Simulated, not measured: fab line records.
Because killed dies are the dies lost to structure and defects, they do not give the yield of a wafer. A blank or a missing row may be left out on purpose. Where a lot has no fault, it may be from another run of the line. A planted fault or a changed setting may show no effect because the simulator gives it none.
Chamber matching -- flow nand-harc -- NHARC_P_M1_CMP_23 on cmp-03: 4 sister chambers
The step polishes, t overpolish 20 s, target thk 157.82 nm. 4 wafers are shown with their chamber, then 9 later ones without.

WAFERS WITH THEIR CHAMBER
wafer,chamber,motor-current-A (A)
L087.1,0,11.7
L088.1,3,12.2
L088.3,1,10.7
L088.6,2,11.7

WAFERS MISSING THEIR CHAMBER
wafer,motor-current-A (A)
L091.2,11.6
L091.5,11.8
L091.6,11.2
L093.2,11.6
L093.4,11.2
L093.5,12.8
L097.3,11.3
L097.4,11.9
L097.5,11.7

EACH ONE'S CHAMBER
wafer,from the rows above,in truth
L091.2,can't be placed: 0 or 2 or 3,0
L091.5,can't be placed: 0 or 2 or 3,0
L091.6,can't be placed: 0 or 1 or 2 or 3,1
L093.2,can't be placed: 0 or 2 or 3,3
L093.4,can't be placed: 0 or 1 or 2 or 3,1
L093.5,can't be placed: 3 or 0 or 2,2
L097.3,can't be placed: 0 or 2 or 1 or 3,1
L097.4,can't be placed: 0 or 2 or 3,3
L097.5,can't be placed: 0 or 2 or 3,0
Correctly placed: 0 of 9. Not placeable from these rows: 9 (in 9, the candidates include the true chamber). Wrongly placed: 0.
How it was worked out, from the rows above alone: a wafer's distance from a chamber is the root of the sum, over the readings, of the square of ((its reading less the chamber's mean) divided by the reading's scatter). The wafer belongs to the nearest chamber; if the next one is less than 2 further off, it can't be placed. The mean given for a chamber averages the wafers shown for that chamber. The scatter: root of mean squared gap, hidden wafer to nearest shown wafer, with one shown wafer a chamber.
